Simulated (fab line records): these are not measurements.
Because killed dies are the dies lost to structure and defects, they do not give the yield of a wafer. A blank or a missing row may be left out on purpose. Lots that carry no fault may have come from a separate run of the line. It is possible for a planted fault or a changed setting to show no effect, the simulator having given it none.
fab line records -- flow nandHarc
record: lots: 6, wafers: 18, lastDay: 23
route steps=1159 shown P_CONTACT@218
lots that met no fault: from a run of the same line without faults
startH: hours from the record's opening day to when the first of the lot's shown wafers began -- waitH: time in hours since the lot's previous step -- " as in the row above -- L1.1+2: several wafers, shown together as one row -- - no value, or no start was given -- * or withheld: withheld -- < > ~ a bound
route shown NAME@n: names a module that has steps shown in the file, with the first one's number in the route -- usual: mean/standard deviation of fault-free wafers -- same: alike in all rows -- chamber/n: place in a boat -- sites: each site's reading -- _std_site: how widely they spread, as a standard deviation -- _edge_site: mean of outer sites minus mean of inner sites -- radiusMm: how far each site lies from the wafer's centre -- mask NAME#n: copy n -- behind: the tool/chamber that last shaped the wafer -- hold: why the lot was held/for how many hours/how that ended -- device: which transistor (n, p or np) failed to switch -- end of line: the route-end tests of the same wafers -- a step without rows: its recipe alone -- killed: dies that structure and defects cost at the first sort, which is not the same as the wafer's yield -- map: per-die view of a wafer (x killed, . not killed, _ where there is no die)
set.NAME: the setting that was run; set.NAME@STEP: the one run at that earlier step -- model.NAME: the simulator's own value behind a step, which no gauge read
a table for each step, a row for each wafer; lots at some steps of the route
services: a tool's chamber out of use, with start hour (startH, from the record's first day; less than 0 if before it), hours out, and reason
== steps ==
step: NHARC_P_CONTACT_DEP_00
recipe: targetThkA: 5000, tempC: 400, pressureTorr: 6.5, rfW: 900, teosFlowSccm: 161.4, flowSccm: 2650, targetThkNm: 500, gas: O2, material: SiO2
usual: heaterPowerW: 571/90, throttleValvePct: 16.0/0.31
lot.wafer,tool,chamber,startH,waitH,heaterPowerW,throttleValvePct
L968.4,pecvd-04,2,-,-,626,16.4
L968.5,pecvd-04,0,-,-,510,16.1
L968.6,pecvd-04,1,-,-,591,16.4
L975.2,pecvd-03,2,-,-,408,15.8
L975.3,pecvd-03,0,-,-,605,15.9
L975.4,pecvd-03,0,-,-,618,16.0
L981.1,pecvd-01,2,-,-,633,16.4
L981.4,pecvd-01,1,-,-,466,16.6
L981.6,pecvd-01,0,-,-,524,15.9
L982.3,pecvd-03,0,-,-,593,15.7
L982.2,pecvd-03,1,-,-,721,16.2
L982.6,pecvd-03,1,-,-,559,16.0
L984.3,pecvd-04,1,-,-,519,15.5
L984.5,pecvd-04,0,-,-,503,15.6
L984.6,pecvd-04,2,-,-,554,16.1
L985.2,pecvd-04,2,-,-,723,16.3
L985.5,pecvd-04,2,-,-,548,16.1
L985.4,pecvd-04,0,-,-,418,15.5
step: NHARC_P_CONTACT_CMP_01
recipe: targetThkNm: 200, material: SiO2
usual: motorCurrentA: 11.9/1.1
lot.wafer,tool,chamber,startH,waitH,motorCurrentA
L968.4,cmp-04,3,115.69,-,12.0
L968.6,cmp-04,1,115.69,-,10.0
L968.5,cmp-04,2,115.69,-,10.5
L975.2,cmp-01,0,163.83,-,10.4
L975.4,cmp-01,1,163.83,-,12.4
L975.3,cmp-01,2,163.83,-,13.3
L981.4,cmp-04,0,201.62,-,11.3
L981.1,cmp-04,2,201.62,-,11.0
L981.6,cmp-04,3,201.62,-,13.2
L982.3,cmp-04,1,213.52,-,10.1
L982.2,cmp-04,3,213.52,-,12.6
L982.6,cmp-04,2,213.52,-,11.1
L984.3,cmp-01,3,216.91,-,12.2
L984.6,cmp-01,1,216.91,-,13.6
L984.5,cmp-01,2,216.91,-,14.3
L985.2,cmp-04,0,219.12,-,11.5
L985.4,cmp-04,2,219.12,-,11.1
L985.5,cmp-04,3,219.12,-,13.6
step: NHARC_P_CONTACT_SRD_03
step: NHARC_P_CONTACT_DEHYDRATE_04
recipe: tempC: 150, timeS: 120
step: NHARC_P_CONTACT_HMDS_05
recipe: timeS: 30
step: NHARC_P_CONTACT_COAT_33
recipe: tempC: 260, timeS: 75
step: NHARC_P_CONTACT_COAT_34
recipe: tempC: 225, timeS: 65
step: NHARC_P_CONTACT_COAT_06
recipe: spinRpm: 1500, resistThkNm: 90
step: NHARC_P_CONTACT_SOFTBAKE_07
recipe: tempC: 105, timeS: 55
step: NHARC_P_CONTACT_EBR_08
step: NHARC_P_CONTACT_EXPOSE_09
recipe: na: 1.35, targetCdNm: 90, doseMj: 81.26, maskId: P_CA
step: NHARC_P_CONTACT_PEB_10
recipe: pebTempC: 100, pebTimeS: 65
usual: exhaustPa: 45.0/0.86, heaterPowerTotalW: 156.6/0.43, plateTempC: 99.95/0.13
lot.wafer,tool,chamber,startH,waitH,exhaustPa,heaterPowerTotalW,plateTempC
L968.4,lithoTrack-06,0,116.39,0.0,45.9,156.4,100.23
L968.5,lithoTrack-06,0,116.39,0.0,45.0,156.0,100.01
L968.6,lithoTrack-06,0,116.39,0.0,45.3,156.1,100.12
L975.2,lithoTrack-01,0,164.59,0.1,44.9,156.8,100.24
L975.3,lithoTrack-01,0,164.59,0.1,46.0,157.0,100.13
L975.4,lithoTrack-01,0,164.59,0.1,44.6,156.3,99.97
L981.1,lithoTrack-01,0,202.23,0.1,44.4,157.1,100.09
L981.4,lithoTrack-01,0,202.23,0.1,43.9,157.0,99.73
L981.6,lithoTrack-01,0,202.23,0.1,42.7,156.3,99.85
L982.2,lithoTrack-01,0,214.26,0.1,44.9,156.7,99.75
L982.3,lithoTrack-01,0,214.26,0.1,44.5,157.1,99.87
L982.6,lithoTrack-01,0,214.26,0.1,44.9,157.0,99.99
L984.3,lithoTrack-04,0,217.49,0.0,44.9,156.4,99.90
L984.5,lithoTrack-04,0,217.49,0.0,45.9,156.9,99.92
L984.6,lithoTrack-04,0,217.49,0.0,46.1,156.0,99.80
L985.2,lithoTrack-04,0,219.72,0.1,44.2,157.1,99.89
L985.4,lithoTrack-04,0,219.72,0.1,44.5,157.1,99.98
L985.5,lithoTrack-04,0,219.72,0.1,43.2,156.7,99.81
step: NHARC_P_CONTACT_DEVELOP_11
recipe: developTimeS: 35, devTempC: 23
step: NHARC_P_CONTACT_CD_MEAS_12
recipe: targetCdNm: 90, landingEnergyEv: 500
usual: cdNm: 89.8/0.63
same: landingEnergyEv: 500
lot.wafer,tool,chamber,startH,waitH,cdNm
L968.4,cdSem-03,0,116.48,-,89.8
L968.5,cdSem-03,0,116.48,-,89.9
L968.6,cdSem-03,0,116.48,-,90.3
L975.2,cdSem-02,0,164.68,-,89.7
L975.3,cdSem-02,0,164.68,-,90.6
L975.4,cdSem-02,0,164.68,-,89.4
L981.1,cdSem-03,0,202.31,-,110.9
L981.4,cdSem-03,0,202.31,-,111.7
L981.6,cdSem-03,0,202.31,-,111.7
L982.2,cdSem-02,0,214.34,-,106.6
L982.3,cdSem-02,0,214.34,-,106.8
L982.6,cdSem-02,0,214.34,-,106.8
L984.3,cdSem-03,0,217.57,-,90.5
L984.5,cdSem-03,0,217.57,-,90.5
L984.6,cdSem-03,0,217.57,-,90.2
L985.2,cdSem-03,0,219.80,-,90.4
L985.4,cdSem-03,0,219.80,-,90.0
L985.5,cdSem-03,0,219.80,-,90.5
step: NHARC_P_CONTACT_OVL_MEAS_13
usual: overlayXNm: 0.0/0.75, overlayYNm: 0.0/0.78
lot.wafer,tool,chamber,startH,waitH,overlayXNm,overlayYNm
L968.4,overlay-02,-,116.56,-,0.0,0.7
L968.5,overlay-02,-,116.56,-,-0.4,1.5
L968.6,overlay-02,-,116.56,-,-0.2,1.2
L975.2,overlay-02,-,164.76,-,1.2,-0.8
L975.3,overlay-02,-,164.76,-,1.8,-0.2
L975.4,overlay-02,-,164.76,-,1.4,-0.5
L981.1,overlay-01,-,202.40,-,-0.6,-0.6
L981.4,overlay-01,-,202.40,-,0.5,0.0
L981.6,overlay-01,-,202.40,-,-0.3,0.5
L982.2,overlay-01,-,214.43,-,-0.1,1.0
L982.3,overlay-01,-,214.43,-,-0.1,1.1
L982.6,overlay-01,-,214.43,-,0.2,0.6
L984.3,overlay-02,-,217.65,-,-0.9,-1.4
L984.5,overlay-02,-,217.65,-,-0.6,-1.3
L984.6,overlay-02,-,217.65,-,-0.6,-1.2
L985.2,overlay-01,-,219.88,-,-1.1,-0.6
L985.4,overlay-01,-,219.88,-,-1.0,-0.4
L985.5,overlay-01,-,219.88,-,-0.6,-0.9
step: NHARC_P_CONTACT_INSPECT_14
usual: rawDefectCount: 3.8/2.2
lot.wafer,tool,chamber,startH,waitH,rawDefectCount
L968.4,defectInspect-02,-,116.60,0.0,5
L968.5,defectInspect-02,-,116.60,0.0,3
L968.6,defectInspect-02,-,116.60,0.0,4
L975.2,defectInspect-02,-,164.80,0.0,5
L975.3,defectInspect-02,-,164.80,0.0,0
L975.4,defectInspect-02,-,164.80,0.0,3
L981.1,defectInspect-01,-,202.43,0.0,2
L981.4,defectInspect-01,-,202.43,0.0,3
L981.6,defectInspect-01,-,202.43,0.0,3
L982.2,defectInspect-01,-,214.47,0.0,3
L982.3,defectInspect-01,-,214.47,0.0,7
L982.6,defectInspect-01,-,214.47,0.0,2
L984.3,defectInspect-02,-,217.69,0.0,3
L984.5,defectInspect-02,-,217.69,0.0,3
L984.6,defectInspect-02,-,217.69,0.0,1
L985.2,defectInspect-01,-,219.92,0.0,2
L985.4,defectInspect-01,-,219.92,0.0,4
L985.5,defectInspect-01,-,219.92,0.0,5
step: NHARC_P_CONTACT_DESCUM_17
recipe: timeS: 3, o2FlowSccm: 200, arFlowSccm: 0, biasPowerW: 0, chemistry: O2
usual: drypumpMotorCurrentA: 5.8/0.44, mfcArSccm: 0.001/0.0033, oesProductAu: 1.003/0.01, rfVppV: 58.0/0.83, showerheadPlenumPTorr: 1.94/0.069, throttleValvePct: 11.311/0.0093
lot.wafer,tool,chamber,startH,waitH,drypumpMotorCurrentA,mfcArSccm,oesProductAu,rfHoursCounterH,rfVppV,showerheadPlenumPTorr,throttleValvePct,model.P_CONTACT.cdNm
L968.4,rieDiel-10,0,116.66,0.1,5.9,0,0.997,10,58.4,1.86,11.310,89.25
L968.5,rieDiel-10,3,116.66,0.1,6.0,0,0.995,-,58.1,1.84,11.295,89.58
L968.6,rieDiel-10,0,116.66,0.1,5.8,0,0.997,-,56.6,1.86,11.307,90.1
L975.2,rieDiel-04,2,164.86,0.1,5.6,0.009,1.018,6,56.0,2.04,11.310,90.24
L975.3,rieDiel-04,0,164.86,0.1,4.8,0,1.004,5,57.9,1.96,11.322,89.86
L975.4,rieDiel-04,1,164.86,0.1,5.9,0,1.019,2,57.4,2.02,11.308,89.47
L981.4,rieDiel-04,3,202.51,0.1,6.2,0,1.001,9,58.6,2.00,11.305,111.1
L981.1,rieDiel-04,0,202.51,0.1,4.8,0,0.991,9,58.0,1.95,11.311,111.1
L981.6,rieDiel-04,1,202.51,0.1,6.0,0,1.013,-,57.3,2.01,11.313,111.6
L982.2,rieDiel-10,0,214.53,0.1,5.8,0,1.001,4,57.6,1.86,11.304,106.8
L982.3,rieDiel-10,3,214.53,0.1,6.0,0,1.004,4,56.6,1.83,11.308,107.4
L982.6,rieDiel-10,1,214.53,0.1,6.1,0,1.002,-,57.5,1.90,11.325,106.8
L984.3,rieDiel-04,3,217.77,0.1,6.2,0,1.011,11,58.0,2.00,11.285,89.9
L984.6,rieDiel-04,0,217.77,0.1,4.8,0,1.010,-,57.6,1.95,11.324,89.94
L984.5,rieDiel-04,1,217.77,0.1,5.9,0,1.007,-,58.7,2.01,11.303,90.18
L985.2,rieDiel-10,3,220.00,0.1,6.0,0,1.004,4,57.9,1.83,11.316,90.8
L985.4,rieDiel-10,0,220.00,0.1,5.8,0,0.993,5,58.0,1.86,11.302,90.25
L985.5,rieDiel-10,1,220.00,0.1,6.1,0,0.999,-,58.1,1.90,11.317,90.32
step: NHARC_P_CONTACT_ETCH_35
recipe: targetDepthA: 390, overEtchFrac: 0.3, timeS: 65, ionEnergyEv: 80, cf4FlowSccm: 150, arFlowSccm: 0, rfW: 300, biasW: 100, chemistry: CF4
usual: drypumpMotorCurrentA: 5.7/0.46, mfcArSccm: 0.001/0.0032, oesProductAu: 1.002/0.0092, rfVppV: 151.7/1.1, showerheadPlenumPTorr: 1.80/0.057, throttleValvePct: 13.285/0.0093
lot.wafer,tool,chamber,startH,waitH,drypumpMotorCurrentA,mfcArSccm,oesProductAu,rfHoursCounterH,rfVppV,showerheadPlenumPTorr,throttleValvePct
L968.4,rieDiel-10,2,116.75,0.1,5.5,0,0.982,10,151.2,1.78,13.284
L968.5,rieDiel-10,0,116.75,0.1,5.8,0,0.991,-,151.9,1.72,13.268
L968.6,rieDiel-10,1,116.75,0.1,6.1,0,0.994,-,153.2,1.76,13.292
L975.3,rieDiel-04,3,164.94,0.1,6.2,0,1.000,6,152.3,1.84,13.295
L975.4,rieDiel-04,1,164.94,0.1,5.9,0,1.003,2,153.8,1.86,13.296
L975.2,rieDiel-04,2,164.94,0.1,5.6,0.009,1.005,6,153.7,1.88,13.285
L981.4,rieDiel-04,2,202.66,0.1,5.6,0.009,1.005,9,151.4,1.87,13.282
L981.1,rieDiel-04,3,202.66,0.1,6.2,0,1.012,9,154.4,1.84,13.270
L981.6,rieDiel-04,2,202.66,0.1,5.7,0.009,1.006,-,152.9,1.88,13.270
L982.2,rieDiel-10,2,214.62,0.1,5.5,0,0.989,4,149.4,1.78,13.280
L982.3,rieDiel-10,3,214.62,0.1,6.0,0,1.017,4,150.9,1.70,13.283
L982.6,rieDiel-10,1,214.62,0.1,6.1,0,1.002,-,152.1,1.76,13.293
L984.3,rieDiel-04,0,217.85,0.1,4.8,0,1.000,11,151.9,1.80,13.278
L984.6,rieDiel-04,2,217.85,0.1,5.6,0.009,1.002,-,152.9,1.87,13.272
L984.5,rieDiel-04,3,217.85,0.1,6.2,0,0.996,-,152.9,1.84,13.285
L985.2,rieDiel-10,1,220.07,0.1,6.1,0,1.003,5,150.3,1.76,13.286
L985.4,rieDiel-10,3,220.07,0.1,6.0,0,1.023,4,149.6,1.70,13.281
L985.5,rieDiel-10,0,220.07,0.1,5.8,0,0.996,-,150.9,1.72,13.284
step: NHARC_P_CONTACT_ETCH_36
recipe: targetDepthA: 2600, overEtchFrac: 0.25, timeS: 406.25, ionEnergyEv: 200, n2FlowSccm: 150, h2FlowSccm: 150, arFlowSccm: 0, rfW: 400, biasW: 150, chemistry: N2/H2
usual: drypumpMotorCurrentA: 5.8/0.44, mfcArSccm: 0.001/0.0033, oesProductAu: 1.001/0.0097, rfVppV: 431.5/2.1, showerheadPlenumPTorr: 2.07/0.074, throttleValvePct: 14.171/0.0096
lot.wafer,tool,chamber,startH,waitH,drypumpMotorCurrentA,mfcArSccm,oesProductAu,rfHoursCounterH,rfVppV,showerheadPlenumPTorr,throttleValvePct
L968.4,rieDiel-10,1,-,-,6.1,0,0.994,10,430.7,2.03,14.176
L968.5,rieDiel-10,2,-,-,5.5,0,0.992,-,432.2,2.05,14.188
L968.6,rieDiel-10,3,-,-,6.0,0,1.000,-,428.9,1.96,14.155
L975.4,rieDiel-04,1,-,-,5.9,0,1.005,2,434.4,2.15,14.180
L975.2,rieDiel-04,2,-,-,5.6,0.009,1.013,6,434.6,2.18,14.172
L975.3,rieDiel-04,0,-,-,4.8,0,1.004,5,430.5,2.09,14.160
L981.1,rieDiel-04,1,-,-,5.9,0,1.001,5,434.6,2.15,14.187
L981.4,rieDiel-04,3,-,-,6.2,0,1.009,9,432.2,2.14,14.165
L981.6,rieDiel-04,1,-,-,6.0,0,1.004,-,432.9,2.15,14.166
L982.2,rieDiel-10,0,-,-,5.8,0,1.005,4,428.4,1.98,14.180
L982.3,rieDiel-10,2,-,-,5.5,0,0.995,4,430.4,2.05,14.161
L982.6,rieDiel-10,0,-,-,5.8,0,1.009,-,426.9,1.98,14.164
L984.3,rieDiel-04,1,-,-,6.0,0,1.019,7,434.1,2.15,14.174
L984.6,rieDiel-04,2,-,-,5.7,0.009,1.014,-,433.8,2.18,14.166
L984.5,rieDiel-04,3,-,-,6.2,0,1.015,-,435.1,2.14,14.174
L985.2,rieDiel-10,0,-,-,5.8,0,0.999,5,427.4,1.98,14.173
L985.4,rieDiel-10,1,-,-,6.1,0,0.993,5,429.5,2.03,14.178
L985.5,rieDiel-10,3,-,-,6.0,0,1.010,-,428.4,1.95,14.160
step: NHARC_P_CONTACT_ETCH_18
recipe: targetDepthA: 4810, timeS: 240.5, c4f8FlowSccm: 20, o2FlowSccm: 10, arFlowSccm: withheld, rfW: 600, biasW: 1500, chemistry: C4F8/O2/Ar
usual: oesProductAu: 0.963/0.018, rfVppV: 980/4.8
lot.wafer,tool,chamber,startH,waitH,oesProductAu,rfHoursCounterH,rfVppV
L968.4,rieDiel-10,3,-,-,0.938,9,975
L968.5,rieDiel-10,3,-,-,0.944,-,975
L968.6,rieDiel-10,0,-,-,0.959,-,975
L975.2,rieDiel-04,0,-,-,0.978,6,982
L975.4,rieDiel-04,1,-,-,0.985,2,984
L975.3,rieDiel-04,3,-,-,0.972,6,984
L981.1,rieDiel-04,1,-,-,0.948,5,985
L981.4,rieDiel-04,2,-,-,0.973,9,987
L981.6,rieDiel-04,0,-,-,0.955,-,982
L982.3,rieDiel-10,3,-,-,0.988,4,975
L982.2,rieDiel-10,0,-,-,0.958,4,974
L982.6,rieDiel-10,0,-,-,0.963,-,973
L984.3,rieDiel-04,2,-,-,0.989,11,989
L984.6,rieDiel-04,2,-,-,0.991,-,987
L984.5,rieDiel-04,3,-,-,0.976,-,983
L985.4,rieDiel-10,1,-,-,0.964,5,978
L985.2,rieDiel-10,3,-,-,0.991,5,972
L985.5,rieDiel-10,0,-,-,0.982,-,975
step: NHARC_P_CONTACT_STRIP_37
recipe: c4f8FlowSccm: withheld, o2FlowSccm: 8, arFlowSccm: withheld, biasW: 0, chemistry: C4F8/O2/Ar
step: NHARC_P_CONTACT_ETCH_31
recipe: targetDepthA: 300, timeS: 85.7, ionEnergyEv: 120, overEtchFrac: 1, ch3fFlowSccm: 50, o2FlowSccm: 30, arFlowSccm: 200, rfW: 500, biasW: 100, chemistry: CH3F/O2
usual: drypumpMotorCurrentA: 5.7/0.44, mfcArSccm: 200.0/0.59, oesProductAu: 0.981/0.013, rfVppV: 244.8/1.4, showerheadPlenumPTorr: 2.49/0.082, throttleValvePct: 20.663/0.0089
lot.wafer,tool,chamber,startH,waitH,drypumpMotorCurrentA,mfcArSccm,oesProductAu,rfHoursCounterH,rfVppV,showerheadPlenumPTorr,throttleValvePct,model.P_CONTACT.cdNm
L968.4,rieDiel-10,3,-,-,6.0,199.9,0.981,10,243.8,2.36,20.654,87.89
L968.6,rieDiel-10,1,-,-,6.1,198.7,0.981,-,243.1,2.45,20.665,90.28
L968.5,rieDiel-10,2,-,-,5.5,199.8,0.983,-,243.4,2.47,20.671,88.58
L975.2,rieDiel-04,3,-,-,6.2,200.8,0.977,6,246.6,2.57,20.671,89.93
L975.4,rieDiel-04,0,-,-,4.8,199.3,0.998,6,245.1,2.51,20.656,89.17
L975.3,rieDiel-04,1,-,-,5.9,200.7,1.007,2,246.8,2.59,20.665,91.09
L981.1,rieDiel-04,3,-,-,6.2,199.7,0.984,9,244.9,2.57,20.665,111.6
L981.4,rieDiel-04,0,-,-,4.8,200.1,0.988,9,242.1,2.51,20.660,112.2
L981.6,rieDiel-04,0,-,-,4.8,200.3,0.970,-,245.7,2.51,20.682,111
L982.3,rieDiel-10,0,-,-,5.8,199.7,0.983,4,243.1,2.39,20.664,107.9
L982.2,rieDiel-10,2,-,-,5.5,200.0,0.962,4,244.8,2.47,20.654,106.8
L982.6,rieDiel-10,0,-,-,5.8,201.0,0.987,-,244.2,2.39,20.655,106.3
L984.3,rieDiel-04,1,-,-,5.9,199.9,0.991,7,246.0,2.58,20.652,89.48
L984.5,rieDiel-04,0,-,-,4.8,199.5,0.971,-,244.9,2.51,20.654,89.91
L984.6,rieDiel-04,1,-,-,5.9,200.3,0.981,-,244.8,2.58,20.675,89.92
L985.4,rieDiel-10,3,-,-,6.0,200.3,1.003,5,243.9,2.36,20.669,89.24
L985.2,rieDiel-10,0,-,-,5.8,201.0,0.998,5,244.4,2.39,20.657,91.08
L985.5,rieDiel-10,3,-,-,6.0,200.0,1.002,-,241.9,2.36,20.660,89.97
step: NHARC_P_CONTACT_CD_MEAS_19
usual: cdNm: 89.9/1.4
lot.wafer,tool,chamber,startH,waitH,cdNm
L968.4,cdSem-02,-,117.58,-,87.8
L968.5,cdSem-02,-,117.58,-,88.5
L968.6,cdSem-02,-,117.58,-,90.4
L975.2,cdSem-03,-,165.74,-,89.7
L975.3,cdSem-03,-,165.74,-,90.9
L975.4,cdSem-03,-,165.74,-,89.5
L981.1,cdSem-02,-,203.46,-,111.3
L981.4,cdSem-02,-,203.46,-,112.5
L981.6,cdSem-02,-,203.46,-,110.9
L982.2,cdSem-03,-,215.40,-,107.3
L982.3,cdSem-03,-,215.40,-,108.2
L982.6,cdSem-03,-,215.40,-,106.4
L984.3,cdSem-03,-,218.63,-,89.4
L984.5,cdSem-03,-,218.63,-,90.2
L984.6,cdSem-03,-,218.63,-,90.1
L985.2,cdSem-02,-,220.85,-,91.1
L985.4,cdSem-02,-,220.85,-,89.2
L985.5,cdSem-02,-,220.85,-,89.7
== services ==
tool,chamber,startH,hours,kind
rieDiel-10,2,92.99,6.9,repair
lithoTrack-01,-,93.00,7.0,pm
rieDiel-10,3,104.98,9.9,repair
cmp-04,-,105.00,4.0,pm
rieDiel-10,0,106.57,-,clean
rieDiel-10,1,106.57,-,clean
rieDiel-10,2,106.57,-,clean
cmp-01,-,111.23,4.0,pm
pecvd-03,-,111.42,13.0,pm
rieDiel-04,-,111.92,9.0,pm
rieDiel-04,0,111.92,9.0,ventCycle
rieDiel-04,1,111.92,9.0,ventCycle
rieDiel-04,2,111.92,9.0,ventCycle
lithoTrack-06,-,117.00,7.0,pm
pecvd-01,2,121.67,27.9,repair
rieDiel-04,1,129.67,19.8,repair
lithoTrack-04,-,141.00,7.0,pm
pecvd-04,0,149.37,19.1,repair
rieDiel-10,-,176.50,9.0,pm
pecvd-04,-,195.00,13.0,pm
rieDiel-10,0,201.07,1.8,repair
cmp-04,-,203.00,4.0,pm
cmp-01,-,206.84,3.2,repair
cmp-01,-,210.06,4.0,pm
== key ==
firstSign: step: NHARC_P_CONTACT_CD_MEAS_12, reading: cdNm, direction: up, sigmas: 31, usual: 89.8, struck: 109.1, through: controlLoop
effect: step: NHARC_P_CONTACT_CD_MEAS_19, reading: cdNm, direction: up, sigmas: 14, usual: 89.9, struck: 109.4, through: controlLoop
modelEffect: step: NHARC_P_CONTACT_DESCUM_17, value: P_CONTACT.cdNm, without: 89.99, struck: 109.1
modelEffect: step: NHARC_P_CONTACT_ETCH_31, value: P_CONTACT.cdNm, without: 90.17, struck: 109.3
metAt NHARC_P_CONTACT_PEB_10
struckWafers L981.1,L981.4,L981.6,L982.2,L982.3,L982.6
laterRowsLeftOut L981.1,L981.4,L981.6,L982.2,L982.3,L982.6
sortLeftOut L981.1,L981.4,L981.6,L982.2,L982.3,L982.6
testerLeftOut L981,L982
loopTrim: step: NHARC_P_CONTACT_EXPOSE_09, setting: dose, lots: L982
onsetBetween 164.59 202.23
fault: kind: processParameterDrift, tool: lithoTrack-01, chamber: -, onsetH: 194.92, steps: NHARC_P_CONTACT_PEB_10, channel: pebTimeS, offset: *, shape: step, endH: 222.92, actsIn: *, stated: *
testerLeftOut: of these lots the tester's yield and bins aren't shown, on N5 and GAA mostly nor the transistor test; their killed dies are dies lost to structure and defects alone, not to doping, threshold or leakage, so they don't give the yield
sortLeftOut: the simulated sort isn't trusted on such a fault, so these wafers' sort isn't shown, and their yield isn't known
laterRowsLeftOut: the simulator's readings of these wafers behind a module that went badly wrong aren't trusted and aren't shown, but for the sort
loopTrim: a control loop set the setting to another value than it would have without faults
